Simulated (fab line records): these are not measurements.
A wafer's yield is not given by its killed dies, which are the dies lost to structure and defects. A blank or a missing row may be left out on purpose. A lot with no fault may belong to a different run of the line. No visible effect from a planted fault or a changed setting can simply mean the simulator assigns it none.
Chamber matching ; flow nand harc ; pecvd-02 running NHARC_P_M1_DEP_33: 3 sister chambers
The step deposits SiCN, target thk 30 nm. 6 wafers are shown with their chamber, then 9 later ones without.

WAFERS PAIRED WITH THEIR CHAMBERS
wafer;chamber;heater power w (W)
L081.2;0;539
L088.5;2;516
L088.6;1;634
L090.1;0;560
L090.3;2;595
L090.6;1;631

WAFERS MISSING THEIR CHAMBER
wafer;heater power w (W)
L092.2;521
L092.3;675
L092.4;678
L095.1;565
L095.5;590
L095.6;551
L096.1;600
L096.3;625
L096.5;604

CHAMBER TAKEN BY EACH
wafer;from the rows above;in truth
L092.2;can't be placed: 0 or 2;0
L092.3;1;1
L092.4;1;1
L095.1;can't be placed: 2 or 0 or 1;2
L095.5;can't be placed: 2 or 0 or 1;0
L095.6;can't be placed: 0 or 2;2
L096.1;can't be placed: 1 or 2 or 0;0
L096.3;can't be placed: 1 or 2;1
L096.5;can't be placed: 1 or 2 or 0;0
Correct placement for 2 of the 9. These rows do not allow placing 7 (true chamber among the candidates in 7). Placed wrongly: 0.
How it was worked out, from the rows above alone: a wafer's distance from a chamber is the root of the sum, over the readings, of the square of ((its reading less the chamber's mean) divided by the reading's scatter). If the next closest chamber is less than 2 further off than the closest, the wafer can't be placed; otherwise it belongs to the closest. The mean given for a chamber averages the wafers shown for that chamber. The scatter: the root of (the sum of the squares of (reading less its chamber's mean) over the shown wafers, divided by (wafers less chambers)).
